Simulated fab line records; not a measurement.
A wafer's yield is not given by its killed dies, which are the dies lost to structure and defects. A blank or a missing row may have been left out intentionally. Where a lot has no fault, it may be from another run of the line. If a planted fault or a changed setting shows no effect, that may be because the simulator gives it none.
Matching of chambers    flow nand_harc    NHARC_P_M2_DEP_33 on pecvd-03: 3 sister chambers
The step deposits SiCN, target thk 30 nm. 3 wafers are shown with their chamber, then 10 later ones without.

WAFERS, EACH WITH ITS CHAMBER
wafer   chamber  heater_power_w (W)
L084.6  0        669
L085.4  2        561
L086.5  1        493

WAFERS WHOSE CHAMBER IS MISSING
wafer   heater_power_w (W)
L086.6  567
L089.1  546
L089.3  531
L089.6  685
L094.2  673
L094.4  503
L094.6  659
L096.4  682
L096.5  512
L096.6  601

CHAMBER TAKEN BY EACH
wafer   from the rows above      in truth
L086.6  2                        2
L089.1  can't be placed: 2 or 1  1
L089.3  can't be placed: 2 or 1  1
L089.6  0                        0
L094.2  0                        0
L094.4  1                        1
L094.6  0                        0
L096.4  0                        0
L096.5  can't be placed: 1 or 2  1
L096.6  can't be placed: 2 or 0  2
Correct placement for 6 of the 10. Cannot be placed on the basis of these rows: 4; the candidates contain the true chamber in 4. 0 placed wrongly.
How it was worked out, from the rows above alone: a wafer's distance from a chamber is the root of the sum, over the readings, of the square of ((its reading less the chamber's mean) divided by the reading's scatter). The wafer belongs to the nearest chamber; if the next one is less than 2 further off, it can't be placed. For every chamber, the mean is computed from those of its wafers that are shown. The scatter: root of mean squared gap, hidden wafer to nearest shown wafer, with one shown wafer a chamber.
